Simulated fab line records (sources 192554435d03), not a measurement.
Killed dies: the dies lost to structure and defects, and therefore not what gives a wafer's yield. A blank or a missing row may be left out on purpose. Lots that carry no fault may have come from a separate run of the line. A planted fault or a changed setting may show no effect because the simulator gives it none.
Comparing a struck lot with a sound one	flow n5-finfet	15 steps out of a route of 1938
Sound: wafers L296.1, L296.2, L296.5. Struck: wafer L312.4; the same lot's L312.6 was not struck, so it is left out; see the end for the cause.
Each step with rows lists, per side, the tool, then ch with its chambers, then its first start. Under that, the readings that differ: sound wafers	struck wafers	difference of the means	sigmas: that difference in standard deviations of wafers without a fault.
alike: same words and numbers on both sides, and readings whose means sit less than 2 such deviations apart. not compared: any withheld reading, any reading some wafer has no value for, any bound like >300 that may hide the same value, and any number with overlapping values for which the record gives no deviation.
Wherever a step has rows on one side only, a row that says differs or no value, or a row with sigmas, the two part there. Numbers that don't overlap but have no deviation are shown without sigmas and don't part them. Lack of a reading on every wafer of one side parts them only where that side has two or more wafers.

N5_BEOL_M12_ETCH_68: etches SOC in N2/H2, time 285 s.
  sound on rie-diel-05 ch 2,3, day 10 22:40; struck on rie-diel-04 ch 1, day 15 19:55
reading	sound	struck	difference	sigmas
oes-product-au (a.u.)	0.68 0.75 0.68	0.88	+0.18	+2
  alike: drypump-motor-current-A, rf-vpp-V, showerhead-plenum-p-Torr, throttle-valve-pct
  not compared: rf-hours-counter-h
then, 3 steps without rows for these wafers: N5_BEOL_M12_STRIP_69 (strips in N2/H2); N5_BEOL_M12_TRENCH_ETCH_34 (etches SiOC in C4F8/O2/Ar, target depth 318.95 nm, time 125.5 s); N5_BEOL_M12_STRIP_70 (strips in C4F8/O2/Ar).
N5_BEOL_M12_OCD_MEAS_35:
  struck on ocd-02, day 15 20:15; sound on ocd-02, day 10 22:59
reading	sound	struck	difference	sigmas
trench-depth-nm (nm)	314 318 315	327	+11	+3
N5_BEOL_M12_STRIP_37: strips in N2/H2.
  sound on plasma-asher-02 ch 0,1, day 10 23:02; struck on plasma-asher-02 ch 1, day 15 20:19
  alike: drypump-motor-current-A, heater-power-w, oes-product-au
  not compared: rf-hours-counter-h
then, 3 steps without rows for these wafers: N5_BEOL_M12_ETCH_38 (etches SiCN in CF4/N2, target depth 68.7 nm, time 73.4 s); N5_BEOL_M12_PRECLEAN_39 (cleans in residue remover, time 60 s); N5_BEOL_M12_SRD_40 (time 30 s, dry time 30 s).
N5_BEOL_M12_DEGAS_41: time 60 s.
  struck on pvd-sputter-03, day 15 23:38; sound on pvd-sputter-02, day 11 06:46
  alike: heater-power-w
then, 1 step without rows for these wafers: N5_BEOL_M12_PRE_CLEAN_42 (time 30 s).
N5_BEOL_M12_SPUTTER_43: material TaN, target thk 15 nm, time 24.19 s.
  struck on pvd-sputter-03, day 15 23:43; sound on pvd-sputter-02, day 11 06:51
  alike: cathode-dc-power-W, throttle-valve-pct
N5_BEOL_M12_SPUTTER_44: material Ta, target thk 10 nm, time 16.13 s.
  struck on pvd-sputter-03, day 15 23:48; sound on pvd-sputter-02, day 11 06:56
reading	sound	struck	difference	sigmas
model.Ta_of_BEOL_M12_SPUTTER_44.thk-nm (nm)	10.2 10 10.2	9.4	-0.7	
  alike: cathode-dc-power-W, throttle-valve-pct
N5_BEOL_M12_SPUTTER_45: material Cu, target thk 80 nm, time 13.33 s.
  struck on pvd-sputter-03, day 15 23:53; sound on pvd-sputter-02, day 11 07:01
  alike: cathode-dc-power-W, throttle-valve-pct
then, 1 step without rows for these wafers: N5_PASSIVATION_PROBE_49.

## WHERE THEY PART
First at N5_BEOL_M12_ETCH_68; last, within this record, at N5_BEOL_M12_OCD_MEAS_35. Later steps at which nothing parts them and some readings are alike: N5_BEOL_M12_STRIP_37, N5_BEOL_M12_DEGAS_41, N5_BEOL_M12_SPUTTER_43, N5_BEOL_M12_SPUTTER_44, N5_BEOL_M12_SPUTTER_45.

WHY: what the simulator had put in
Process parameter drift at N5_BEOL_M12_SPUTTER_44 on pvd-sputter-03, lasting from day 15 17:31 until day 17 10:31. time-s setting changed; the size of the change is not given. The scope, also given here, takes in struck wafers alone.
